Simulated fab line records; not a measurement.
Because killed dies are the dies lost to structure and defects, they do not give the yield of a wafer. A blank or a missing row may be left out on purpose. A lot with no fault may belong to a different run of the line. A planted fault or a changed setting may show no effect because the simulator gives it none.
fab line records | flow n5-finfet
record: lots: 10 wafers: 27 last-day: 18
route steps=1938 shown SD_EPI_P@311 SD_ACTIVATION@331 ILD0@338 BEOL_M4@1111 PASSIVATION@1936
lots that met no fault: from a run of the same line without faults
start-h: hours from the record's first day to the start of the lot's first wafer shown | wait-h: how many hours have passed since the lot's step before this one | " repeats the value in the row above | L1.1+2: one row covering several wafers at once | - value missing, or start not given | * or withheld: withheld | < > ~ a bound
route shown NAME@n: names a module that has steps shown in the file, with the first one's number in the route | usual: average and standard deviation across the fault-free wafers | same: alike in all rows | chamber/n: place in a boat | sites: per-site readings | _std_site: the standard deviation of these | _edge_site: inner sites' mean taken away from outer sites' mean | radius-mm: for every site, how far away it sits from the centre of the wafer | mask NAME#n: copy n | behind: the most recent tool/chamber to have shaped the wafer | hold: the reason the lot was held/the length of the hold in hours/how it ended | device: transistor that didn't switch, given as n, p or np | end of line: the route-end tests of the same wafers | a step without rows: its recipe alone | killed: count of dies lost to structure and defects at first sort (not the wafer's yield) | map: a wafer's dies, marking killed ones x, the rest . and places with no die _
set.NAME: the setting as run; set.NAME@STEP: as run at that earlier step | model.NAME: the simulator's own value behind a step, which no gauge read
one table for each step of the route and one row for each wafer, over a sample of lots
services: when a tool's chamber went out of use (start-h, in hours from the record's first day, below 0 if earlier), for how many hours, and the reason
== steps ==
step: N5_SD_EPI_P_ETCH_47
recipe: chemistry: CH3F/O2 target: SiOCN target-depth-a: 250 mask-material: SOC ion-energy-ev: 60 bias-w: 29 pressure-mtorr: 30 source-w: 410 Ar_flow_sccm: 150 CH3F_flow_sccm: 30 O2_flow_sccm: 20
usual: drypump-motor-current-A: 5.8/0.3 oes-product-au: 0.80/0.065 rf-vpp-V: 129/3.7 showerhead-plenum-p-Torr: 2.01/0.073 throttle-valve-pct: 16.32/0.22
columns lot.wafer tool chamber start-h wait-h drypump-motor-current-A oes-product-au rf-hours-counter-h rf-vpp-V showerhead-plenum-p-Torr throttle-valve-pct
L383.1 rie-diel-04 1 55.67 0.1 5.7 0.95 21 132 1.97 16.02
L383.4 " 0 " " 5.7 0.83 66 121 2.02 16.21
L383.5 " 0 " " 5.7 0.83 - 121 2.02 16.20
L385.2 rie-diel-03 1 68.32 0.1 5.4 0.85 70 128 2.05 16.21
L385.3 " 3 " " 5.9 0.73 180 125 2.01 16.52
L385.5 " 2 " " 5.6 0.81 - 133 2.12 16.69
L387.1 rie-diel-03 1 77.18 0.1 5.4 0.83 74 129 2.05 16.21
L387.2 " 2 " " 5.6 0.80 114 132 2.12 16.71
L387.6 " 1 " " 5.4 0.84 - 130 2.05 16.21
L388.1 rie-diel-01 2 87.13 0.1 6.3 0.76 149 129 2.10 16.36
L388.2 " 1 " " 5.9 0.75 166 130 1.93 16.51
L388.5 " 0 " " 5.8 0.89 - 135 2.05 16.02
L389.2 rie-diel-01 0 90.95 0.1 5.8 0.89 26 134 2.05 16.02
L389.3 " 3 " " 5.7 0.78 113 125 1.93 16.42
L389.5 " 1 " " 5.9 0.75 - 131 1.93 16.51
L394.4 rie-diel-04 1 122.25 0.1 5.7 0.92 44 129 1.96 16.06
L394.5 " 1 " " 5.6 0.91 - 130 1.96 16.07
L396.2 rie-diel-03 0 131.72 0.1 5.8 0.90 30 132 2.12 16.43
L396.6 " 0 " " 5.8 0.90 - 131 2.12 16.43
L402.2 rie-diel-04 0 169.53 0.1 5.7 0.79 102 123 2.00 16.27
L402.6 " 1 " " 5.7 0.90 - 129 1.95 16.08
L403.2 rie-diel-01 1 174.47 0.1 5.9 0.73 192 130 1.92 16.55
L403.3 " 0 " " 5.8 0.84 49 133 2.04 16.07
L403.6 " 3 " " 5.7 0.76 - 125 1.92 16.47
L406.1 rie-diel-04 2 192.07 0.1 6.0 0.70 217 126 1.89 16.40
L406.2 " 3 " " 5.0 0.78 125 134 2.00 15.95
L406.4 " 0 " " 5.8 0.79 108 120 2.00 16.29
step: N5_SD_EPI_P_INSPECT_26
recipe: inspect-instrument: darkfield mode: post-epi
usual: raw-defect-count: 173/36
columns lot.wafer tool chamber start-h wait-h raw-defect-count
L383.1 defect-inspect-02 - 58.90 0.0 216
L383.4 " - " " 165
L383.5 " - " " 131
L385.2 defect-inspect-02 - 71.52 0.0 181
L385.3 " - " " 200
L385.5 " - " " 191
L387.1 defect-inspect-02 - 81.24 0.0 191
L387.2 " - " " 243
L387.6 " - " " 232
L388.1 defect-inspect-02 - 90.39 0.0 149
L388.2 " - " " 152
L388.5 " - " " 121
L389.2 defect-inspect-02 - 95.00 0.0 193
L389.3 " - " " 146
L389.5 " - " " 161
L394.4 defect-inspect-01 - 125.45 0.0 129
L394.5 " - " " 118
L396.2 defect-inspect-02 - 135.76 0.0 182
L396.6 " - " " 133
L402.2 defect-inspect-01 - 172.77 0.0 207
L402.6 " - " " 165
L403.2 defect-inspect-02 - 177.67 0.0 150
L403.3 " - " " 184
L403.6 " - " " 144
L406.1 defect-inspect-01 - 196.11 0.0 170
L406.2 " - " " 202
L406.4 " - " " 236
step: N5_SD_ACTIVATION_LSA_01
recipe: temp-c: 1080 time-s: 0.0008 ambient: N2
usual: wafer_temp_C_max: 1084.8/1.3
columns lot.wafer tool chamber start-h wait-h wafer_temp_C_max
L383.1 laser-anneal-02 0 59.14 0.2 1085.4
L383.4 " 0 " " 1085.5
L383.5 " 0 " " 1084.9
L385.2 laser-anneal-02 0 71.77 0.2 1084.2
L385.3 " 0 " " 1087.3
L385.5 " 0 " " 1085.2
L387.1 laser-anneal-02 0 81.50 0.2 1086.9
L387.2 " 0 " " 1085.1
L387.6 " 0 " " 1085.1
L388.1 laser-anneal-01 0 90.73 0.2 1084.7
L388.2 " 0 " " 1084.9
L388.5 " 0 " " 1084.2
L389.2 laser-anneal-02 0 95.26 0.2 1086.0
L389.3 " 0 " " 1083.9
L389.5 " 0 " " 1085.5
L394.4 laser-anneal-02 0 125.93 0.2 1078.9
L394.5 " 0 " " 1078.2
L396.2 laser-anneal-02 0 136.17 0.2 1076.5
L396.6 " 0 " " 1079.6
L402.2 laser-anneal-01 0 173.03 0.2 1084.0
L402.6 " 0 " " 1084.5
L403.2 laser-anneal-01 0 177.93 0.2 1084.7
L403.3 " 0 " " 1083.1
L403.6 " 0 " " 1083.9
L406.1 laser-anneal-02 0 196.41 0.2 1086.7
L406.2 " 0 " " 1086.4
L406.4 " 0 " " 1085.5
step: N5_SD_ACTIVATION_RS_MEAS_03
recipe: thk-meas-gauge: four-point-probe
usual: RS_SD_N: 21.88/0.28 RS_SD_P: 56.1/0.85
columns lot.wafer tool chamber start-h wait-h RS_SD_N[ohm/sq] RS_SD_P[ohm/sq]
L383.1 film-metro-02 - 59.35 0.2 21.87 56.1
L383.4 " - " " 21.54 56.7
L383.5 " - " " 21.70 57.2
L385.2 film-metro-02 - 71.97 0.2 22.53 56.5
L385.3 " - " " 22.80 56.6
L385.5 " - " " 22.45 57.4
L387.1 film-metro-02 - 81.70 0.2 22.04 56.5
L387.2 " - " " 21.75 57.2
L387.6 " - " " 21.73 55.9
L388.1 film-metro-01 - 90.94 0.2 22.05 55.9
L388.2 " - " " 21.96 55.8
L388.5 " - " " 21.68 56.3
L389.2 film-metro-01 - 95.45 0.2 22.11 56.2
L389.3 " - " " 21.57 55.5
L389.5 " - " " 22.07 55.8
L394.4 film-metro-02 - 126.12 0.2 22.70 56.1
L394.5 " - " " 22.70 55.2
L396.2 film-metro-02 - 136.38 0.2 22.91 56.2
L396.6 " - " " 22.94 55.9
L402.2 film-metro-02 - 173.23 0.2 21.61 55.5
L402.6 " - " " 21.57 55.9
L403.2 film-metro-02 - 178.12 0.2 21.76 55.2
L403.3 " - " " 21.71 54.2
L403.6 " - " " 21.72 55.4
L406.1 film-metro-01 - 196.62 0.2 21.48 57.1
L406.2 " - " " 21.52 56.5
L406.4 " - " " 21.50 57.8
step: N5_ILD0_CMP_03
recipe: stop-on: SiNx t-overpolish-s: 1.9 post-cmp-clean: alkaline-brush down-force-psi: 4.1491 platen-rpm: 51.796 pad-velocity-m-s: 1.0306 target-thk-nm: 197.38
usual: edge-zone-pressure-frac: 1.000/0.0053 motor-current-A: 12.1/1.2 overpolish-run-s: 1.900/0.0087 time-to-endpoint-s: 72/4.6
columns lot.wafer tool chamber start-h wait-h edge-zone-pressure-frac motor-current-A overpolish-run-s time-to-endpoint-s
L383.4 cmp-03 1 62.57 0.0 1.010 12.7 1.891 67
L383.1 " 3 " " 0.999 12.2 1.890 68
L383.5 " 1 " " 1.006 12.0 1.898 66
L385.2 cmp-03 1 75.47 0.0 0.995 12.3 1.905 66
L385.3 " 3 " " 1.006 12.0 1.883 66
L385.5 " 1 " " 0.999 11.5 1.904 69
L387.2 cmp-04 3 84.42 0.0 1.001 12.0 1.895 69
L387.1 " 0 " " 0.997 10.2 1.905 76
L387.6 " 3 " " 0.996 11.6 1.890 73
L388.1 cmp-04 2 93.70 0.1 0.996 11.4 1.891 75
L388.2 " 3 " " 1.001 11.9 1.907 79
L388.5 " 1 " " 1.003 12.8 1.904 76
L389.2 cmp-02 1 99.53 0.0 1.002 13.1 1.893 70
L389.3 " 3 " " 1.006 10.5 1.892 69
L389.5 " 2 " " 0.996 13.5 1.909 65
L394.4 cmp-02 2 128.86 0.1 1.001 13.7 1.900 68
L394.5 " 0 " " 1.001 14.3 1.890 77
L396.2 cmp-03 2 139.19 0.1 0.998 10.5 1.889 77
L396.6 " 3 " " 1.003 11.7 1.921 75
L402.2 cmp-02 0 176.06 0.2 1.002 15.0 1.896 76
L402.6 " 2 " " 1.008 13.3 1.903 72
L403.3 cmp-03 1 180.85 0.0 1.004 11.9 1.915 63
L403.2 " 3 " " 1.000 12.2 1.895 66
L403.6 " 2 " " 0.999 10.4 1.910 69
L406.4 cmp-04 0 199.34 0.0 1.004 10.8 1.899 80
L406.2 " 2 " " 1.001 11.5 1.902 66
L406.1 " 3 " " 0.999 11.1 1.900 72
step: N5_BEOL_M4_RC_MEAS_101
usual: DIBL_N: 37.1/2.4 DIBL_P: 37/3 IOFF_N: 0.18/0.053 IOFF_P: 0.21/0.05 ION_N: 674/14 ION_P: 459/9.2 RS_SD_N: 28.4/0.36 SS_N: 72.1/0.9 SS_P: 73.4/0.89 VT_N: 250/3.8 VT_P: -251/3.7
columns lot.wafer tool chamber start-h wait-h DIBL_N[mV/V] DIBL_P[mV/V] IOFF_N[nA/um] IOFF_P[nA/um] ION_N[uA/um] ION_P[uA/um] RS_SD_N[ohm/sq] SS_N[mV/dec] SS_P[mV/dec] VT_N[mV] VT_P[mV]
L383.1 prober-02 0 179.75 0.0 39.7 42 0.23 0.30 684 470 28.4 72.4 74.6 245 -248
L383.4 " 0 " " 38.3 39 0.19 0.22 667 455 28.1 71.9 73.9 249 -253
L383.5 " 0 " " 39.1 41 0.21 0.27 673 467 28.2 72.2 74.2 245 -248
L385.2 prober-02 0 200.38 0.2 35.7 35 0.16 0.22 671 464 29.2 71.8 72.9 249 -249
L385.3 " 0 " " 37.7 36 0.19 0.22 677 461 29.3 72.6 73.0 251 -249
L385.5 " 0 " " 34.8 34 0.14 0.18 656 455 28.8 71.9 72.3 253 -249
L387.1 prober-01 0 200.63 0.2 35.0 34 0.13 0.16 664 455 28.6 71.5 73.0 253 -251
L387.2 " 0 " " 34.1 32 0.12 0.14 652 445 28.2 71.4 72.2 256 -257
L387.6 " 0 " " 36.0 35 0.14 0.17 664 453 28.2 71.1 72.8 255 -255
L388.1 prober-02 0 205.69 0.0 40.3 37 0.26 0.19 659 447 28.5 74.5 73.1 250 -253
L388.2 " 0 " " 35.2 35 0.13 0.16 654 445 28.4 70.6 73.0 253 -254
L388.5 " 0 " " 36.3 36 0.14 0.17 655 441 28.4 71.5 72.5 252 -254
L389.2 prober-01 0 210.38 0.2 37.7 40 0.19 0.22 671 459 28.3 72.5 74.4 250 -251
L389.3 " 0 " " 34.9 36 0.13 0.18 657 450 28.4 71.4 73.3 253 -253
L389.5 " 0 " " 36.0 36 0.16 0.18 679 457 28.5 72.1 72.9 250 -254
L394.4 prober-01 0 234.68 0.5 35.5 36 0.17 0.20 676 462 29.4 72.4 73.2 251 -251
L394.5 " 0 " " 38.2 37 0.21 0.21 673 466 29.3 73.2 73.6 247 -248
L396.2 prober-01 0 257.38 0.2 36.5 37 0.16 0.22 680 466 29.2 73.1 73.8 251 -248
L396.6 " 0 " " 35.6 37 0.17 0.23 677 472 29.7 71.9 73.6 250 -249
L402.2 prober-02 0 285.46 0.2 42.6 45 0.30 0.31 698 471 28.2 73.4 75.3 245 -246
L402.6 " 0 " " 43.0 45 0.30 0.32 693 462 27.6 73.8 75.1 244 -247
L403.2 prober-02 0 288.24 0.2 41.6 41 0.28 0.27 683 463 28.1 73.6 75.0 243 -248
L403.3 " 0 " " 35.2 35 0.14 0.17 651 446 28.3 71.9 72.9 255 -255
L403.6 " 0 " " 39.3 38 0.24 0.23 682 461 28.3 73.2 74.9 247 -251
L406.1 prober-01 0 312.45 0.0 34.9 35 0.13 0.16 662 456 28.0 71.0 73.0 254 -253
L406.2 " 0 " " 37.6 38 0.16 0.19 662 448 27.7 71.7 73.5 254 -253
L406.4 " 0 " " 37.8 39 0.19 0.22 681 460 27.9 71.8 73.7 249 -252
step: N5_PASSIVATION_PROBE_49
usual: defect-limited-yield: 91.6/1.4 killed_at_M0_to_M3: 32/9.5 killed_at_M4_up: 13/6 killed-at-contacts: 12/5.6 killed-at-front-end: 39/11 killed-at-other: 2.8/2.3 killed-dies: 99/16 killed-on-rim: 12/3.4 killed-open: 65/12 killed-short: 32/7.6 sort_bin_4_leakage: 0.1/0.88 sort_bin_5_function: 4.8/0.88 sort_bin_6_memory: 3.2/0.65 sort-n-pass: 1077/29 sort-yield-pct: 91.2/2.5
same: gross-dies: 1180 killed-at-back-side: 0 sort_bin_8_speed[%]: 0
columns lot.wafer tool chamber start-h wait-h defect-limited-yield[%] killed_at_M0_to_M3 killed_at_M4_up killed-at-contacts killed-at-front-end killed-at-other killed-dies killed-on-rim killed-open killed-short sort_bin_4_leakage[%] sort_bin_5_function[%] sort_bin_6_memory[%] sort-n-pass sort-yield-pct[%]
L387.1 prober-02 - 311.71 0.0 93.0 28 9 19 22 5 83 6 55 27 0 4.2 2.7 1097 93.0
L387.2 prober-02 - 311.76 0.1 91.5 34 10 12 43 1 100 12 70 29 0 5.5 2.8 1080 91.5
L387.6 prober-02 - 311.96 0.3 90.2 21 19 18 54 4 116 11 76 40 0 6.2 3.0 1064 90.2
L388.1 prober-01 - 318.29 0.0 94.5 11 7 12 33 2 65 9 38 20 0.2 3.1 1.6 1113 94.3
L388.2 prober-01 - 318.34 0.1 94.2 10 9 16 29 5 69 8 53 16 0 3.6 1.9 1111 94.2
L388.5 prober-01 - 318.49 0.2 93.1 17 10 17 36 2 82 8 51 30 0 4.2 2.5 1098 93.1
L389.2 prober-02 - 322.64 0.1 91.2 53 11 11 29 0 104 10 63 41 0 4.9 3.6 1076 91.2
L389.3 prober-02 - 322.69 0.1 91.2 34 11 7 50 2 104 16 70 32 0 4.7 4.0 1076 91.2
L389.5 prober-02 - 322.79 0.2 91.9 33 8 12 40 3 96 14 66 30 0 4.7 3.1 1084 91.9
L394.4 prober-02 - 337.42 0.2 91.9 32 12 8 41 3 96 12 66 30 0 4.2 3.6 1084 91.9
L394.5 prober-02 - 337.47 0.2 90.4 46 20 9 35 3 113 12 67 41 0 5.3 3.6 1067 90.4
L396.2 prober-02 - 359.65 0.1 91.6 24 17 7 45 6 99 13 58 38 0 4.5 3.6 1081 91.6
L396.6 prober-02 - 359.85 0.3 92.2 27 16 8 37 4 92 12 65 27 0 4.7 2.6 1088 92.2
L402.2 prober-02 - 391.37 0.1 92.7 21 10 13 37 5 86 8 54 24 0.6 4.5 2.0 1087 92.1
L402.6 prober-02 - 391.57 0.3 91.1 34 18 18 31 4 105 7 67 38 0.3 5.0 3.7 1071 90.8
killed by level:class
L387.1 MOL_CONTACT_COAG:geometric-particle:open=12 MOL_CONTACT_COAG:geometric-particle:short=7 BEOL_M0_SAQP:geometric-particle:short=7 STI_FIN_REVEAL:geometric-particle:open=5 DUMMY_GATE:geometric-particle:open=5 BEOL_M1:geometric-particle:open=5 BEOL_M2:geometric-particle:open=5 BEOL_M3:geometric-particle:open=5
L387.2 MOL_CONTACT_COAG:geometric-particle:open=11 BEOL_M2:geometric-particle:open=9 FIN_SAQP:geometric-particle:open=8 STI_FIN_REVEAL:geometric-particle:open=8 BEOL_M0_SAQP:geometric-particle:short=7 DUMMY_GATE:geometric-particle:open=7 BEOL_M0:geometric-particle:open=5 BEOL_M4:geometric-particle:open=5
L387.6 FIN_SAQP:geometric-particle:open=20 MOL_CONTACT_COAG:geometric-particle:open=12 FIN_SAQP:geometric-particle:short=8 GATE_CUT:geometric-particle:short=7 MOL_CONTACT_COAG:geometric-particle:short=6 BEOL_M7:geometric-particle:open=6 BEOL_M0_SAQP:geometric-particle:short=5 BEOL_M1:geometric-particle:open=4
L388.1 MOL_CONTACT_COAG:geometric-particle:open=9 FIN_SAQP:geometric-particle:open=6 HKMG_FIN:area-etch=6 FIN_SAQP:geometric-particle:short=4 STARTING-WAFER:geometric-particle:open=4 DUMMY_GATE:geometric-particle:open=3 MOL_CONTACT_COAG:geometric-particle:short=3 BEOL_M1:geometric-particle:open=3
L388.2 MOL_CONTACT_COAG:geometric-particle:open=15 STI_FIN_REVEAL:geometric-particle:open=12 BEOL_M3:geometric-particle:open=6 DUMMY_GATE:geometric-particle:open=4 BEOL_M4:geometric-particle:open=4 FIN_SAQP:geometric-particle:short=3 GATE_CUT:geometric-particle:short=3 GATE_CUT:geometric-particle:open=2
L388.5 FIN_SAQP:geometric-particle:open=13 FIN_SAQP:geometric-particle:short=10 MOL_CONTACT_COAG:geometric-particle:open=10 MOL_CONTACT_COAG:geometric-particle:short=7 BEOL_M1:geometric-particle:open=5 STI_FIN_REVEAL:geometric-particle:short=3 STI_FIN_REVEAL:geometric-particle:open=3 BEOL_M0_SAQP:geometric-particle:open=3
L389.2 BEOL_M1:geometric-particle:open=13 BEOL_M2:geometric-particle:open=12 MOL_CONTACT_COAG:geometric-particle:open=9 BEOL_M0_SAQP:geometric-particle:short=8 BEOL_M3:geometric-particle:short=7 FIN_SAQP:geometric-particle:short=6 ILD0:geometric-particle:short=6 BEOL_M0_SAQP:geometric-particle:open=6
L389.3 STI_FIN_REVEAL:geometric-particle:open=14 FIN_SAQP:geometric-particle:open=10 FIN_SAQP:geometric-particle:short=9 BEOL_M3:geometric-particle:open=8 BEOL_M0_SAQP:geometric-particle:short=7 BEOL_M2:geometric-particle:open=6 BEOL_M1:geometric-particle:open=5 DUMMY_GATE:geometric-particle:open=5
L389.5 STI_FIN_REVEAL:geometric-particle:open=11 BEOL_M3:geometric-particle:open=11 MOL_CONTACT_COAG:geometric-particle:open=9 FIN_SAQP:geometric-particle:open=5 BEOL_M2:geometric-particle:open=5 BEOL_M0_SAQP:geometric-particle:open=4 FIN_SAQP:geometric-particle:short=3 FIN_CUT:geometric-particle:short=3
L394.4 STI_FIN_REVEAL:geometric-particle:open=10 BEOL_M4:geometric-particle:open=10 BEOL_M0_SAQP:geometric-particle:open=8 FIN_SAQP:geometric-particle:short=7 MOL_CONTACT_COAG:geometric-particle:open=7 FIN_SAQP:geometric-particle:open=6 GATE_CUT:geometric-particle:short=6 BEOL_M0_SAQP:geometric-particle:short=6
L394.5 BEOL_M0_SAQP:geometric-particle:short=18 BEOL_M0_SAQP:geometric-particle:open=13 FIN_SAQP:geometric-particle:short=10 BEOL_M4:geometric-particle:open=9 FIN_SAQP:geometric-particle:open=7 MOL_CONTACT_COAG:geometric-particle:open=7 BEOL_M2:geometric-particle:open=5 BEOL_M0:geometric-particle:open=5
L396.2 FIN_SAQP:geometric-particle:short=11 FIN_SAQP:geometric-particle:open=7 BEOL_M2:geometric-particle:open=7 STI_FIN_REVEAL:geometric-particle:open=6 MOL_CONTACT_COAG:geometric-particle:open=6 BEOL_M5:geometric-particle:open=6 ILD0:geometric-particle:short=5 BEOL_M0_SAQP:geometric-particle:open=5
L396.6 BEOL_M2:geometric-particle:open=9 MOL_CONTACT_COAG:geometric-particle:open=8 STI_FIN_REVEAL:geometric-particle:open=6 BEOL_M0_SAQP:geometric-particle:short=6 BEOL_M0_SAQP:geometric-particle:open=6 DUMMY_GATE:geometric-particle:open=5 BEOL_M5:geometric-particle:open=5 FIN_SAQP:geometric-particle:short=4
L402.2 MOL_CONTACT_COAG:geometric-particle:open=12 HKMG_FIN:area-etch=8 BEOL_M3:geometric-particle:open=6 FIN_SAQP:geometric-particle:open=5 STI_FIN_REVEAL:geometric-particle:open=4 DUMMY_GATE:geometric-particle:open=4 BEOL_M1:geometric-particle:open=4 BEOL_M1:geometric-particle:short=4
L402.6 STI_FIN_REVEAL:geometric-particle:open=15 MOL_CONTACT_COAG:geometric-particle:open=13 BEOL_M0_SAQP:geometric-particle:open=9 BEOL_M1:geometric-particle:open=7 BEOL_M0_SAQP:geometric-particle:short=6 BEOL_M4:geometric-particle:open=6 MOL_CONTACT_COAG:geometric-particle:short=5 BEOL_M1:geometric-particle:short=5
== services ==
columns tool chamber start-h hours kind
laser-anneal-02 - 33.20 1.6 pm
rie-diel-01 - 44.12 14.6 pm
cmp-02 - 63.44 1.5 repair
rie-diel-04 3 63.58 3.9 repair
cmp-02 - 67.49 0.9 repair
rie-diel-01 3 74.90 5.1 repair
cmp-04 - 75.42 7.7 pm
cmp-04 - 94.94 7.2 pm
cmp-03 - 115.97 0.8 repair
laser-anneal-01 - 125.49 2.3 pm
cmp-04 - 127.08 4.0 pm
cmp-04 - 131.08 - consumable-replace:conditioner
cmp-04 - 131.08 - consumable-replace:pad
cmp-03 - 133.50 0.8 repair
rie-diel-04 - 146.76 2.8 pm
laser-anneal-01 - 153.15 6.5 pm
cmp-02 - 155.76 3.9 repair
cmp-02 - 161.46 4.7 pm
rie-diel-04 2 163.49 3.9 repair
laser-anneal-02 - 174.07 10.5 pm
cmp-04 - 180.72 2.6 repair
cmp-03 - 189.92 16.7 pm
== key ==
first-sign: step: N5_SD_ACTIVATION_LSA_01 reading: wafer_temp_C_max direction: down sigmas: 5.2 usual: * struck: *
effect: step: N5_SD_ACTIVATION_RS_MEAS_03 reading: RS_SD_N direction: up sigmas: 3.3 usual: 21.88 struck: 22.81
effect: step: N5_BEOL_M4_RC_MEAS_101 reading: RS_SD_N direction: up sigmas: 2.8 usual: 28.4 struck: 29.4
met-at N5_SD_ACTIVATION_LSA_01
struck-lots L394,L396
not-acting-at N5_SD_EPI_P_ETCH_47,N5_SD_EPI_P_INSPECT_26,N5_ILD0_CMP_03
onset-between 95.26 125.93
fault: kind: process-parameter-drift tool: laser-anneal-02 chamber: - onset-h: 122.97 steps: N5_SD_ACTIVATION_LSA_01 channel: temp-c offset: * shape: step end-h: 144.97 stated: *
